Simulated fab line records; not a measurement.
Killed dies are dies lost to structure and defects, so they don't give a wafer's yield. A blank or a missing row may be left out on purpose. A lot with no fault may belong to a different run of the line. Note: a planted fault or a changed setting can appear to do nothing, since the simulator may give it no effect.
Which tool did it?	flow nand_harc	Sampling: 12 lots, 36 wafers, 5 of 1302 route steps

## WHAT EACH GAUGE READ, for each wafer
NHARC_P_STI_INSPECT_11. Usual: raw_defect_count 5.7, standard deviation 2.9.
lot	measured	on	raw_defect_count	flag
L370	day 2 21:09	defect_inspect-01	4 8 3	
L371	day 3 06:19	defect_inspect-02	2 11 8	
L373	day 4 06:07	defect_inspect-01	17 3 4	
L374	day 4 12:47	defect_inspect-02	7 10 7	
L376	day 5 10:19	defect_inspect-01	6 8 7	
L378	day 6 03:09	defect_inspect-01	4 9 3	
L383	day 8 07:14	defect_inspect-01	8 4 8	
L384	day 8 15:05	defect_inspect-01	3 3 5	
L386	day 9 10:50	defect_inspect-02	7 11 2	
L387	day 9 20:53	defect_inspect-02	5 8 3	
L389	day 10 18:57	defect_inspect-02	8 3 4	
L393	day 12 10:25	defect_inspect-02	5 5 1	

NHARC_P_GATE_CD_MEAS_11: the cd target is 1640 nm. Usual: cd_nm 1640.7 nm, standard deviation 1.7.
lot	measured	on	cd_nm (nm)	flag
L370	day 4 14:38	cd_sem-01	1642.4 1642.1 1641.9	
L371	day 4 19:39	cd_sem-01	1642.0 1642.6 1643.0	
L373	day 5 18:18	cd_sem-03	1638.5 1639.1 1640.8	
L374	day 5 23:29	cd_sem-01	1640.4 1641.0 1638.7	
L376	day 7 01:28	cd_sem-03	1638.2 1641.3 1641.9	
L378	day 7 14:05	cd_sem-01	1640.9 1639.7 1640.7	
L383	day 10 11:20	cd_sem-01	1636.7 1637.7 1639.2	
L384	day 10 11:16	cd_sem-02	1637.1 1639.2 1640.4	
L386	day 10 23:44	cd_sem-02	1641.7 1642.6 1640.3	
L387	day 11 09:51	cd_sem-01	1638.1 1638.3 1637.2	
L389	day 12 04:39	cd_sem-02	1635.1 1637.4 1639.0	
L393	day 14 01:46	cd_sem-01	1641.1 1642.8 1640.2	

NHARC_END_SORT_01. Usual: killed_at_array 55, standard deviation 20; killed_at_other 0.7, standard deviation 0.96; killed_at_periphery 4.1, standard deviation 2.4; killed_dies 60, standard deviation 20; killed_open 3.3, standard deviation 1.9; killed_short 2.8, standard deviation 1.6.
lot	measured	on	killed_at_array	killed_at_other	killed_at_periphery	killed_dies	killed_open	killed_short	flag
L373	day 25 08:20	prober-01	37 44 39	3 0 2	637 633 636	677 677 677	2 1 5	2 3 2	OFF
L374	day 26 07:54	prober-02	49 43 52	3 1 2	625 633 623	677 677 677	4 6 6	4 4 3	OFF
L383	day 30 01:54	prober-01	43 50 49	4 1 0	4 5 4	51 56 53	4 1 5	1 2 3	
L384	day 30 19:53	prober-02	68 59 61	0 0 2	5 4 4	73 63 67	6 7 6	4 4 1	
L386	day 30 18:16	prober-01	89 86 82	2 2 0	1 1 2	92 89 84	1 6 4	0 3 3	

## TOOL THAT RAN EACH LOT (tool first, then ch and the chambers of the sampled wafers, then the start)
lot	NHARC_P_GATE_ETCH_104	NHARC_P_GATE_STRIP_111
L370	rie_diel-12 ch 0,2, day 5 07:50	plasma_asher-01 ch 0,1, day 5 20:05
L371	rie_diel-02 ch 2,3, day 5 12:44	plasma_asher-02 ch 0,1, day 6 01:05
L373	rie_diel-02 ch 0,1,3, day 6 11:12	plasma_asher-02 ch 0,1, day 6 23:41
L374	rie_diel-12 ch 0,1,3, day 6 19:58	plasma_asher-01 ch 1, day 7 07:59
L376	rie_diel-12 ch 0,3, day 7 16:53	plasma_asher-02 ch 0,1, day 8 05:07
L378	rie_diel-12 ch 0,1,2, day 8 04:26	plasma_asher-02 ch 0,1, day 8 16:33
L383	rie_diel-09 ch 1,2,3, day 11 03:01	plasma_asher-01 ch 0,1, day 11 15:41
L384	rie_diel-02 ch 0,1, day 11 02:50	plasma_asher-01 ch 0,1, day 11 15:17
L386	rie_diel-02 ch 1,3, day 11 18:17	plasma_asher-02 ch 0,1, day 12 06:32
L387	rie_diel-12 ch 0,2, day 12 02:07	plasma_asher-02 ch 1, day 12 16:26
L389	rie_diel-09 ch 0,1,3, day 12 18:47	plasma_asher-01 ch 0,1, day 13 07:11
L393	rie_diel-12 ch 1,2, day 14 16:17	plasma_asher-01 ch 0,1, day 15 04:36
- NHARC_P_GATE_ETCH_104: etches the open film in CF4/CHF3, target depth 60 nm.
- NHARC_P_GATE_STRIP_111: strips in N2/H2, time 250 s.

## AS READ BY THE TOOLS THEMSELVES (means over the sampled wafers that have a number; for cases with no such wafer, the mark the record gives instead)
NHARC_P_GATE_ETCH_104. Usual: bias_w 200.0 W, standard deviation 0.62; cf4_flow_sccm 100.04 sccm, standard deviation 0.28; chamber_pressure_mTorr 24.999 mTorr, standard deviation 0.021; drypump_motor_current_A 5.5 A, standard deviation 0.32; oes_product_au 0.952 a.u., standard deviation 0.02; rf_vpp_V 369.8 V, standard deviation 2.1; showerhead_plenum_p_Torr 1.55 Torr, standard deviation 0.056; throttle_valve_pct 16.802 %, standard deviation 0.0082.
lot	tool	bias_w (W)	cf4_flow_sccm (sccm)	chamber_pressure_mTorr (mTorr)	drypump_motor_current_A (A)	oes_product_au (a.u.)	rf_vpp_V (V)	showerhead_plenum_p_Torr (Torr)	throttle_valve_pct (%)	flag
L370	rie_diel-12	200.4	100.13	25.005	5.5	0.976	369.7	1.55	16.796	
L371	rie_diel-02	200.5	99.92	24.999	5.5	0.962	369.6	1.55	16.795	
L373	rie_diel-02	-	-	-	-	-	-	-	-	OFF
L374	rie_diel-12	-	-	-	-	-	-	-	-	OFF
L376	rie_diel-12	200.5	100.08	24.993	5.3	0.961	368.4	1.50	16.800	
L378	rie_diel-12	200.3	99.91	25.001	5.5	0.963	369.6	1.53	16.797	
L383	rie_diel-09	200.0	99.90	24.992	5.7	0.966	372.4	1.64	16.804	
L384	rie_diel-02	200.3	99.85	24.995	5.5	0.930	368.3	1.50	16.802	
L386	rie_diel-02	199.3	100.40	25.006	5.7	0.957	369.3	1.55	16.802	
L387	rie_diel-12	200.0	100.11	24.991	5.3	0.948	369.2	1.53	16.808	
L389	rie_diel-09	200.0	100.07	24.974	5.3	0.923	370.7	1.59	16.808	
L393	rie_diel-12	200.2	100.09	25.014	5.7	0.908	369.5	1.56	16.804	

NHARC_P_GATE_STRIP_111. Usual: drypump_motor_current_A 5.6 A, standard deviation 0.54; heater_power_w 82 W, standard deviation 6.7.
lot	tool	drypump_motor_current_A (A)	heater_power_w (W)	flag
L370	plasma_asher-01	5.2	85	
L371	plasma_asher-02	6.0	78	
L373	plasma_asher-02	6.0	77	
L374	plasma_asher-01	5.9	91	
L376	plasma_asher-02	6.1	83	
L378	plasma_asher-02	6.1	84	
L383	plasma_asher-01	5.1	84	
L384	plasma_asher-01	5.2	85	
L386	plasma_asher-02	6.1	78	
L387	plasma_asher-02	6.2	82	
L389	plasma_asher-01	5.5	84	
L393	plasma_asher-01	5.1	83	

## THE ANSWER, worked out from the rows above alone
Rule: take the mean of a lot's wafers that have a number; if it is more than 3 standard deviations from the usual mean, the lot is off. Also off: a lot with no number at a reading for which 4 or more lots have one. Any other lot the step has rows for is counted as sound. The gauges are gone through in route order, then the tools' own readings, and for those a lot's mean is taken as printed above. The first step at which some lot is off is used, and at that step the reading that is off furthest; a lot without a number counts as furthest.
Off at NHARC_END_SORT_01 (killed_at_periphery): L373, L374. Neither off nor sound, because the step has no rows for them: L370, L371, L376, L378, L387, L389, L393.
If a tool, at a process step before that reading, ran all the lots that are off and no sound lot after the first of them, it fits. The gauges at NHARC_END_SORT_01 aren't tried: what is off there is off at NHARC_P_GATE_ETCH_104 too, on other tools, and a gauge's error can't cause that. Of those tried, none fits.

## WHAT THE SIMULATOR PUT IN
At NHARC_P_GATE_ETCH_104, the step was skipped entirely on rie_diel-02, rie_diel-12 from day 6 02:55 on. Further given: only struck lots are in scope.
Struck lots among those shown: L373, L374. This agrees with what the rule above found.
